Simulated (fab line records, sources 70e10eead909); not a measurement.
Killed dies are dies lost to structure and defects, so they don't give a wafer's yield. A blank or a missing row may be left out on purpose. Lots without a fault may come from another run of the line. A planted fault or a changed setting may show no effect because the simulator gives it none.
Which tool did it? | flow nand_harc | 11 lots, 33 wafers sampled, at 5 steps of a route of 1159

WHAT THE GAUGES READ, wafer by wafer
NHARC_END_SORT_01.
lot  | measured     | on        | killed_at_array
L341 | day 21 00:56 | prober-02 | 39 31 43
L348 | day 22 08:06 | prober-01 | 12 21 674
L349 | day 22 22:02 | prober-02 | 669 34 675
L352 | day 23 12:40 | prober-02 | 29 12 675

WHICH TOOL RAN EACH LOT (tool, then ch and the chambers of the sampled wafers, then the start)
lot  | NHARC_A_STAIRCASE_DESCUM_11        | NHARC_A_STAIRCASE_TRIM_12          | NHARC_A_STAIRCASE_ETCH_15          | NHARC_A_STAIRCASE_TRIM_16
L339 | rie_diel-02 ch 1,3, day 12 00:04   | rie_diel-02 ch 0,3, day 12 00:19   | rie_diel-02 ch 0,1, day 12 01:01   | rie_diel-02 ch 0,1,3, no start
L341 | rie_diel-08 ch 1,3, day 12 08:15   | rie_diel-08 ch 1,2, day 12 08:19   | rie_diel-08 ch 1,2,3, day 12 08:43 | rie_diel-08 ch 0,3, day 21 00:56 or earlier
L343 | rie_diel-08 ch 0,3, day 12 18:22   | rie_diel-08 ch 1,3, day 12 18:28   | rie_diel-08 ch 1,2, day 12 18:50   | rie_diel-08 ch 0,1,3, no start
L345 | rie_diel-02 ch 1,2, day 13 11:34   | rie_diel-02 ch 0,1, day 13 11:40   | rie_diel-02 ch 0,1,2, day 13 12:02 | rie_diel-02 ch 0,1, no start
L346 | rie_diel-08 ch 0,1,2, day 13 23:12 | rie_diel-08 ch 0,1,2, day 13 23:17 | rie_diel-08 ch 1,2,3, day 13 23:44 | rie_diel-08 ch 0,1,3, no start
L347 | rie_diel-08 ch 1,3, day 13 23:15   | rie_diel-08 ch 0,2, day 13 23:23   | rie_diel-08 ch 1,2,3, day 13 23:50 | rie_diel-08 ch 0,1,2, no start
L348 | rie_diel-08 ch 1,2,3, day 14 03:12 | rie_diel-08 ch 1,2,3, day 14 03:25 | rie_diel-08 ch 0,2,3, day 14 03:49 | rie_diel-08 ch 0,1,3, day 22 08:06 or earlier
L350 | rie_diel-07 ch 0,2,3, day 14 12:53 | rie_diel-07 ch 0,1,2, day 14 12:58 | rie_diel-07 ch 0,1, day 14 13:20   | rie_diel-07 ch 0,2, no start
L349 | rie_diel-08 ch 1,2,3, day 14 12:56 | rie_diel-08 ch 0,1,3, day 14 13:02 | rie_diel-08 ch 1,3, day 14 13:24   | rie_diel-08 ch 0,2,3, day 22 22:02 or earlier
L352 | rie_diel-08 ch 0,1,3, day 14 23:56 | rie_diel-08 ch 0,2,3, day 15 00:02 | rie_diel-08 ch 0,3, day 15 00:37   | rie_diel-08 ch 0,2, day 23 12:40 or earlier
L351 | rie_diel-07 ch 0,2, day 15 00:11   | rie_diel-07 ch 0,1,3, day 15 00:16 | rie_diel-07 ch 1,2, day 15 00:49   | rie_diel-07 ch 0,1, no start
- NHARC_A_STAIRCASE_DESCUM_11: chemistry O2, time 3 s.
- NHARC_A_STAIRCASE_TRIM_12: chemistry O2, time 211.2 s.
- NHARC_A_STAIRCASE_ETCH_15: etches the open film in C4F8/O2, target depth 100 nm, time 40.5 s.
- NHARC_A_STAIRCASE_TRIM_16: chemistry O2, time 211.2 s.

THE ANSWER, worked out from the rows above alone
Rule: what is usual is taken from the lots themselves. Put in order of their means at a reading, lots are off if they are a third of the lots or fewer, leave a main group of 4 or more, and stand apart from it by a gap of 3 or more times the standard deviation of the main group's means; of several such gaps the widest counts. A main group whose means are all the same, to the digits that the tables above print for the reading, isn't used. A lot without any number at a reading at which 4 lots or more have one is off too. The other lots that the step has rows for count as sound.
No lot is off at any reading shown: from this, nothing can be told.

WHAT THE SIMULATOR HAD PUT IN
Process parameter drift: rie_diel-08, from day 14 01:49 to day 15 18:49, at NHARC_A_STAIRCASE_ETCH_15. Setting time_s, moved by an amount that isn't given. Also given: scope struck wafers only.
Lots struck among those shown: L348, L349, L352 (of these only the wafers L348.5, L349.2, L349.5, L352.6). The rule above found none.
